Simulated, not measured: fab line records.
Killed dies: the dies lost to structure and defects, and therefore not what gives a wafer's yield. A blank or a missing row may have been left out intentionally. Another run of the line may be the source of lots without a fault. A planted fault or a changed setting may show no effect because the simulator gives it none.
Matching of chambers / flow nand-harc / NHARC_THIN_TSV_DESCUM_14 on rie-diel-10 has 4 sister chambers
The step chemistry O2, time 3 s. 14 wafers are shown with their chamber, then 7 later ones without.

## EACH WAFER AND ITS CHAMBER
wafer=L195.2; chamber=2; showerhead-plenum-p-Torr (Torr)=1.79; drypump-motor-current-A (A)=6.3; throttle-valve-pct (%)=11.297
wafer=L195.4; chamber=3; showerhead-plenum-p-Torr (Torr)=1.96; drypump-motor-current-A (A)=5.6; throttle-valve-pct (%)=11.306
wafer=L195.5; chamber=0; showerhead-plenum-p-Torr (Torr)=1.87; drypump-motor-current-A (A)=5.5; throttle-valve-pct (%)=11.313
wafer=L201.1; chamber=2; showerhead-plenum-p-Torr (Torr)=1.79; drypump-motor-current-A (A)=6.3; throttle-valve-pct (%)=11.307
wafer=L201.3; chamber=1; showerhead-plenum-p-Torr (Torr)=1.86; drypump-motor-current-A (A)=5.9; throttle-valve-pct (%)=11.324
wafer=L201.5; chamber=1; showerhead-plenum-p-Torr (Torr)=1.86; drypump-motor-current-A (A)=5.8; throttle-valve-pct (%)=11.315
wafer=L200.3; chamber=0; showerhead-plenum-p-Torr (Torr)=1.87; drypump-motor-current-A (A)=5.6; throttle-valve-pct (%)=11.305
wafer=L200.5; chamber=1; showerhead-plenum-p-Torr (Torr)=1.86; drypump-motor-current-A (A)=5.8; throttle-valve-pct (%)=11.310
wafer=L200.6; chamber=0; showerhead-plenum-p-Torr (Torr)=1.87; drypump-motor-current-A (A)=5.6; throttle-valve-pct (%)=11.309
wafer=L203.2; chamber=0; showerhead-plenum-p-Torr (Torr)=1.87; drypump-motor-current-A (A)=5.6; throttle-valve-pct (%)=11.326
wafer=L203.5; chamber=2; showerhead-plenum-p-Torr (Torr)=1.79; drypump-motor-current-A (A)=6.3; throttle-valve-pct (%)=11.298
wafer=L203.6; chamber=3; showerhead-plenum-p-Torr (Torr)=1.95; drypump-motor-current-A (A)=5.6; throttle-valve-pct (%)=11.312
wafer=L204.4; chamber=0; showerhead-plenum-p-Torr (Torr)=1.86; drypump-motor-current-A (A)=5.6; throttle-valve-pct (%)=11.320
wafer=L204.5; chamber=1; showerhead-plenum-p-Torr (Torr)=1.86; drypump-motor-current-A (A)=5.8; throttle-valve-pct (%)=11.310

SIGNATURES (averages over the wafers above)
reading=showerhead-plenum-p-Torr; chamber 0=1.8680; chamber 1=1.8600; chamber 2=1.7900; chamber 3=1.9550; scatter within a chamber=0.00361
reading=drypump-motor-current-A; chamber 0=5.580; chamber 1=5.825; chamber 2=6.300; chamber 3=5.600; scatter within a chamber=0.0394
reading=throttle-valve-pct; chamber 0=11.31460; chamber 1=11.31475; chamber 2=11.30067; chamber 3=11.30900; scatter within a chamber=0.00703
Rule: distance of a wafer from a chamber = root of the sum over the readings of ((wafer's reading minus chamber's mean) / reading's scatter) squared. The wafer belongs to the nearest chamber; if the next one is less than 2 further off, it can't be placed. The scatter is the square root of a quotient: the sum, over the shown wafers, of each reading's squared deviation from its chamber's mean, divided by wafers minus chambers.

## WAFERS WHOSE CHAMBER IS MISSING
wafer=L204.6; showerhead-plenum-p-Torr (Torr)=1.79; drypump-motor-current-A (A)=6.3; throttle-valve-pct (%)=11.306
wafer=L207.2; showerhead-plenum-p-Torr (Torr)=1.86; drypump-motor-current-A (A)=5.9; throttle-valve-pct (%)=11.305
wafer=L207.3; showerhead-plenum-p-Torr (Torr)=1.86; drypump-motor-current-A (A)=5.6; throttle-valve-pct (%)=11.309
wafer=L207.4; showerhead-plenum-p-Torr (Torr)=1.95; drypump-motor-current-A (A)=5.6; throttle-valve-pct (%)=11.305
wafer=L216.1; showerhead-plenum-p-Torr (Torr)=1.79; drypump-motor-current-A (A)=6.3; throttle-valve-pct (%)=11.313
wafer=L216.3; showerhead-plenum-p-Torr (Torr)=1.86; drypump-motor-current-A (A)=5.5; throttle-valve-pct (%)=11.303
wafer=L216.6; showerhead-plenum-p-Torr (Torr)=1.86; drypump-motor-current-A (A)=5.6; throttle-valve-pct (%)=11.302

## EACH ONE'S CHAMBER
wafer=L204.6; from the rows above=2; in truth=2
wafer=L207.2; from the rows above=1; in truth=1
wafer=L207.3; from the rows above=0; in truth=0
wafer=L207.4; from the rows above=3; in truth=3
wafer=L216.1; from the rows above=2; in truth=2
wafer=L216.3; from the rows above=0; in truth=0
wafer=L216.6; from the rows above=0; in truth=0
Placed correctly: 7 of 7. Can't be placed from these rows: 0. Number placed wrongly: 0.
